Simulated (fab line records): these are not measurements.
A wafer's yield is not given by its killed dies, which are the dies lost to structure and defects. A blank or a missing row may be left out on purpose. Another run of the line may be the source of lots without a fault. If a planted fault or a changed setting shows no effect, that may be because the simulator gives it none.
fab line records    flow n5_finfet    part 2 of 2: steps 4 to 6 of 6
record: lots: 24  wafers: 72  last_day: 17
route steps=1938 shown BEOL_M0_SAQP@692 BEOL_M0@716
lots that met no fault: taken from a fault-free run of the same line
start_h: the number of hours between the record's first day and the start of the first shown wafer of the lot    wait_h: hours since the lot's step before    " repeats the value in the row above    L1.1+2: several wafers, shown together as one row    - no value, or no start was given    * or withheld: withheld    < > ~ a bound
route shown NAME@n: names a module that has steps shown in the file, with the first one's number in the route    usual: average and standard deviation across the fault-free wafers    same: alike in all rows    chamber/n: place in a boat    sites: each site's reading    _std_site: standard deviation across them    _edge_site: the outer-site mean with the inner-site mean subtracted    radius_mm: for every site, how far away it sits from the centre of the wafer    mask NAME#n: copy n    behind: the tool/chamber that last shaped the wafer    hold: the reason the lot was held/the length of the hold in hours/how it ended    device: which transistor (n, p or np) failed to switch    end of line: tests of these same wafers at the route's end    a step without rows: its recipe alone    killed: at the first sort, the dies lost to defects and structure; wafer yield is something else    map: per-die view of a wafer (x killed, . not killed, _ where there is no die)
set.NAME: the setting the step ran with; set.NAME@STEP: the setting that earlier step ran with    model.NAME: the simulator's own value behind a step, which no gauge read
route steps across a sampled set of lots; one table per step, one row per wafer
services: from which hour (start_h, from the record's first day; less than 0 if before it) a tool's chamber was out of use, for how many hours, and why
== steps ==
step: N5_BEOL_M0_DEGAS_112
recipe: ambient: vacuum  temp_c: 250  time_s: 60
usual: heater_power_w: 324/45
lot.wafer  tool            chamber  start_h  wait_h  heater_power_w
L074.1     pvd_sputter-02  -        116.33   1.5     278
L074.2     "               -        "        "       289
L074.4     "               -        "        "       283
L075.3     pvd_sputter-01  -        129.17   0.0     362
L075.4     "               -        "        "       298
L075.6     "               -        "        "       301
L076.1     pvd_sputter-03  -        133.45   1.6     309
L076.2     "               -        "        "       423
L076.4     "               -        "        "       352
L077.1     pvd_sputter-01  -        137.55   0.1     363
L077.2     "               -        "        "       290
L077.5     "               -        "        "       345
L078.2     pvd_sputter-03  -        141.57   0.2     336
L078.3     "               -        "        "       299
L078.5     "               -        "        "       290
L079.1     pvd_sputter-02  -        146.68   1.0     289
L079.2     "               -        "        "       353
L079.6     "               -        "        "       285
L080.1     pvd_sputter-03  -        153.02   0.4     296
L080.2     "               -        "        "       429
L080.4     "               -        "        "       295
L081.2     pvd_sputter-03  -        159.20   2.2     429
L081.3     "               -        "        "       295
L081.6     "               -        "        "       341
L082.1     pvd_sputter-02  -        165.16   0.7     277
L082.2     "               -        "        "       283
L082.6     "               -        "        "       287
L083.1     pvd_sputter-02  -        170.00   0.0     281
L083.2     "               -        "        "       286
L083.5     "               -        "        "       284
L084.2     pvd_sputter-02  -        177.43   0.3     348
L084.4     "               -        "        "       288
L084.5     "               -        "        "       360
L085.1     pvd_sputter-01  -        191.72   2.0     352
L085.3     "               -        "        "       365
L085.5     "               -        "        "       343
L086.1     pvd_sputter-03  -        194.76   0.2     349
L086.4     "               -        "        "       312
L086.5     "               -        "        "       428
L087.1     pvd_sputter-01  -        195.98   0.3     294
L087.4     "               -        "        "       379
L087.5     "               -        "        "       356
L088.1     pvd_sputter-03  -        203.40   1.0     309
L088.3     "               -        "        "       415
L088.6     "               -        "        "       430
L089.3     pvd_sputter-03  -        210.38   0.6     419
L089.4     "               -        "        "       295
L089.6     "               -        "        "       296
L090.4     pvd_sputter-03  -        218.64   2.1     419
L090.5     "               -        "        "       309
L090.6     "               -        "        "       421
L091.2     pvd_sputter-03  -        218.72   1.8     300
L091.3     "               -        "        "       313
L091.5     "               -        "        "       345
L092.2     pvd_sputter-03  -        223.40   0.4     309
L092.4     "               -        "        "       433
L092.5     "               -        "        "       293
L093.1     pvd_sputter-03  -        230.67   1.2     311
L093.5     "               -        "        "       423
L093.6     "               -        "        "       305
L094.2     pvd_sputter-02  -        244.82   0.0     283
L094.4     "               -        "        "       294
L094.6     "               -        "        "       290
L095.1     pvd_sputter-02  -        244.94   0.1     357
L095.3     "               -        "        "       292
L095.5     "               -        "        "       280
L097.2     pvd_sputter-02  -        255.27   0.4     290
L097.3     "               -        "        "       288
L097.4     "               -        "        "       287
L096.2     pvd_sputter-01  -        256.56   0.3     301
L096.4     "               -        "        "       365
L096.6     "               -        "        "       305
step: N5_BEOL_M0_SPUTTER_116
recipe: material: Cu  target_thk_a: 40  temp_c: -20  chamber_pressure_pa: 0.07  power_w: withheld  time_s: 7.37
usual: chuck_gas_flow_sccm: 1.26/0.053  throttle_valve_pct: 29.6/1
lot.wafer  tool            chamber  start_h  wait_h  chuck_gas_flow_sccm  throttle_valve_pct
L074.1     pvd_sputter-02  -        116.99   0.2     1.25                 29.1
L074.2     "               -        "        "       1.14                 28.4
L074.4     "               -        "        "       1.35                 29.8
L075.3     pvd_sputter-02  -        129.79   0.1     1.33                 29.0
L075.4     "               -        "        "       1.28                 28.7
L075.6     "               -        "        "       1.26                 31.2
L076.1     pvd_sputter-03  -        134.21   0.2     1.31                 29.8
L076.2     "               -        "        "       1.34                 30.6
L076.4     "               -        "        "       1.33                 27.6
L077.1     pvd_sputter-03  -        139.75   1.7     1.18                 29.7
L077.2     "               -        "        "       1.19                 27.6
L077.5     "               -        "        "       1.27                 29.8
L078.2     pvd_sputter-01  -        143.53   0.1     1.16                 30.2
L078.3     "               -        "        "       1.21                 28.7
L078.5     "               -        "        "       1.23                 28.5
L079.1     pvd_sputter-02  -        147.38   0.2     1.29                 28.8
L079.2     "               -        "        "       1.30                 29.3
L079.6     "               -        "        "       1.26                 29.2
L080.1     pvd_sputter-02  -        153.82   0.1     1.27                 29.1
L080.2     "               -        "        "       1.30                 31.2
L080.4     "               -        "        "       1.25                 29.7
L081.2     pvd_sputter-03  -        160.28   0.2     1.27                 27.7
L081.3     "               -        "        "       1.24                 29.5
L081.6     "               -        "        "       1.25                 29.9
L082.1     pvd_sputter-01  -        165.67   0.1     1.12                 30.5
L082.2     "               -        "        "       1.25                 28.3
L082.6     "               -        "        "       1.20                 30.0
L083.1     pvd_sputter-03  -        171.18   0.2     1.29                 29.6
L083.2     "               -        "        "       1.30                 27.5
L083.5     "               -        "        "       1.23                 29.6
L084.2     pvd_sputter-01  -        178.39   0.1     1.22                 30.4
L084.4     "               -        "        "       1.21                 28.5
L084.5     "               -        "        "       1.25                 30.2
L085.1     pvd_sputter-01  -        192.21   0.1     1.28                 30.0
L085.3     "               -        "        "       1.21                 30.7
L085.5     "               -        "        "       1.26                 28.5
L086.1     pvd_sputter-03  -        195.44   0.2     1.22                 30.0
L086.4     "               -        "        "       1.22                 27.5
L086.5     "               -        "        "       1.21                 27.5
L087.1     pvd_sputter-02  -        196.79   0.1     1.26                 31.0
L087.4     "               -        "        "       1.28                 29.1
L087.5     "               -        "        "       1.19                 28.6
L088.1     pvd_sputter-03  -        203.94   0.1     1.28                 29.7
L088.3     "               -        "        "       1.29                 29.4
L088.6     "               -        "        "       1.19                 27.8
L089.3     pvd_sputter-03  -        210.97   0.1     1.27                 30.5
L089.4     "               -        "        "       1.22                 29.8
L089.6     "               -        "        "       1.29                 27.5
L090.4     pvd_sputter-03  -        219.43   0.0     1.28                 30.6
L090.5     "               -        "        "       1.24                 27.5
L090.6     "               -        "        "       1.33                 30.0
L091.2     pvd_sputter-02  -        219.51   0.1     1.36                 31.4
L091.3     "               -        "        "       1.18                 29.2
L091.5     "               -        "        "       1.36                 29.7
L092.2     pvd_sputter-02  -        224.15   0.1     1.22                 28.8
L092.4     "               -        "        "       1.21                 31.1
L092.5     "               -        "        "       1.26                 28.8
L093.1     pvd_sputter-01  -        231.36   0.1     1.27                 30.6
L093.5     "               -        "        "       1.36                 30.3
L093.6     "               -        "        "       1.17                 30.5
L094.2     pvd_sputter-01  -        246.76   0.1     1.32                 30.3
L094.4     "               -        "        "       1.29                 30.5
L094.6     "               -        "        "       1.23                 30.3
L095.1     pvd_sputter-03  -        246.86   0.1     1.20                 30.6
L095.3     "               -        "        "       1.27                 27.7
L095.5     "               -        "        "       1.28                 30.6
L097.2     pvd_sputter-03  -        256.35   0.3     1.28                 29.8
L097.3     "               -        "        "       1.33                 30.5
L097.4     "               -        "        "       1.22                 27.9
L096.2     pvd_sputter-03  -        257.14   0.1     1.31                 29.8
L096.4     "               -        "        "       1.30                 27.6
L096.6     "               -        "        "       1.22                 30.2
step: N5_BEOL_M0_SPUTTER_134
recipe: material: Cu  target_thk_a: 40  temp_c: -20  chamber_pressure_pa: 0.07  power_w: withheld  time_s: 7.37
usual: chuck_gas_flow_sccm: 1.27/0.057  throttle_valve_pct: 29.6/0.96
lot.wafer  tool            chamber  start_h  wait_h  chuck_gas_flow_sccm  throttle_valve_pct
L074.1     pvd_sputter-02  -        117.23   0.0     1.29                 29.4
L074.2     "               -        "        "       1.21                 28.8
L074.4     "               -        "        "       1.25                 29.9
L075.3     pvd_sputter-02  -        130.03   0.0     1.27                 29.2
L075.4     "               -        "        "       1.27                 28.7
L075.6     "               -        "        "       1.27                 30.8
L076.1     pvd_sputter-03  -        134.45   0.0     1.39                 29.4
L076.2     "               -        "        "       1.27                 30.4
L076.4     "               -        "        "       1.31                 27.8
L077.1     pvd_sputter-03  -        139.99   0.0     1.27                 29.9
L077.2     "               -        "        "       1.45                 27.8
L077.5     "               -        "        "       1.26                 29.8
L078.2     pvd_sputter-01  -        143.77   0.0     1.11                 30.3
L078.3     "               -        "        "       1.27                 28.5
L078.5     "               -        "        "       1.17                 28.7
L079.1     pvd_sputter-02  -        147.62   0.0     1.30                 28.9
L079.2     "               -        "        "       1.22                 29.1
L079.6     "               -        "        "       1.28                 29.3
L080.1     pvd_sputter-02  -        154.06   0.0     1.19                 28.9
L080.2     "               -        "        "       1.35                 30.8
L080.4     "               -        "        "       1.28                 29.6
L081.2     pvd_sputter-03  -        160.52   0.0     1.24                 27.8
L081.3     "               -        "        "       1.18                 29.9
L081.6     "               -        "        "       1.21                 29.7
L082.1     pvd_sputter-01  -        165.91   0.0     1.24                 30.6
L082.2     "               -        "        "       1.22                 28.6
L082.6     "               -        "        "       1.17                 30.1
L083.1     pvd_sputter-03  -        171.42   0.0     1.31                 29.8
L083.2     "               -        "        "       1.29                 27.7
L083.5     "               -        "        "       1.29                 29.5
L084.2     pvd_sputter-01  -        178.63   0.0     1.29                 30.2
L084.4     "               -        "        "       1.35                 28.7
L084.5     "               -        "        "       1.17                 30.1
L085.1     pvd_sputter-01  -        192.45   0.0     1.20                 30.5
L085.3     "               -        "        "       1.22                 30.7
L085.5     "               -        "        "       1.20                 28.5
L086.1     pvd_sputter-03  -        195.68   0.0     1.29                 29.8
L086.4     "               -        "        "       1.30                 27.6
L086.5     "               -        "        "       1.35                 27.8
L087.1     pvd_sputter-02  -        197.03   0.0     1.26                 31.1
L087.4     "               -        "        "       1.21                 29.2
L087.5     "               -        "        "       1.29                 28.6
L088.1     pvd_sputter-03  -        204.18   0.0     1.29                 29.6
L088.3     "               -        "        "       1.21                 29.7
L088.6     "               -        "        "       1.28                 27.9
L089.3     pvd_sputter-03  -        211.21   0.0     1.30                 30.4
L089.4     "               -        "        "       1.34                 29.7
L089.6     "               -        "        "       1.29                 27.4
L090.4     pvd_sputter-03  -        219.67   0.0     1.23                 30.7
L090.5     "               -        "        "       1.25                 27.5
L090.6     "               -        "        "       1.28                 30.0
L091.2     pvd_sputter-02  -        219.75   0.0     1.24                 31.0
L091.3     "               -        "        "       1.25                 29.2
L091.5     "               -        "        "       1.30                 29.7
L092.2     pvd_sputter-02  -        224.39   0.0     1.18                 29.3
L092.4     "               -        "        "       1.39                 31.0
L092.5     "               -        "        "       1.25                 29.0
L093.1     pvd_sputter-01  -        231.60   0.0     1.34                 30.8
L093.5     "               -        "        "       1.21                 30.3
L093.6     "               -        "        "       1.24                 30.5
L094.2     pvd_sputter-01  -        247.00   0.0     1.34                 29.9
L094.4     "               -        "        "       1.25                 30.8
L094.6     "               -        "        "       1.14                 30.3
L095.1     pvd_sputter-03  -        247.10   0.0     1.27                 30.8
L095.3     "               -        "        "       1.25                 27.7
L095.5     "               -        "        "       1.28                 30.2
L097.2     pvd_sputter-03  -        256.59   0.0     1.23                 29.8
L097.3     "               -        "        "       1.29                 30.4
L097.4     "               -        "        "       1.22                 27.7
L096.2     pvd_sputter-03  -        257.38   0.0     1.25                 29.5
L096.4     "               -        "        "       1.39                 27.7
L096.6     "               -        "        "       1.29                 29.8
== services ==
tool          chamber  start_h  hours  kind
rie_metal-03  -        87.97    1.4    pm
rie_diel-06   0        110.30   -      clean
rie_diel-06   0        110.30   -      consumable_replace:focus_ring
rie_diel-06   0        110.30   20.4   scheduled_down
rie_diel-06   0        110.30   20.4   vent_cycle
rie_diel-02   3        135.96   8.7    repair
rie_metal-02  1        166.71   -      clean
rie_metal-02  1        166.71   16.0   scheduled_down
rie_metal-02  1        166.71   16.0   vent_cycle
rie_metal-02  -        177.63   0.5    repair
rie_metal-01  -        195.47   1.3    repair
rie_diel-05   2        208.68   3.8    repair
rie_diel-05   0        221.63   2.8    repair
rie_diel-06   1        237.52   -      clean
rie_diel-06   1        237.52   -      consumable_replace:focus_ring
rie_diel-06   1        237.52   21.4   scheduled_down
rie_diel-06   1        237.52   21.4   vent_cycle
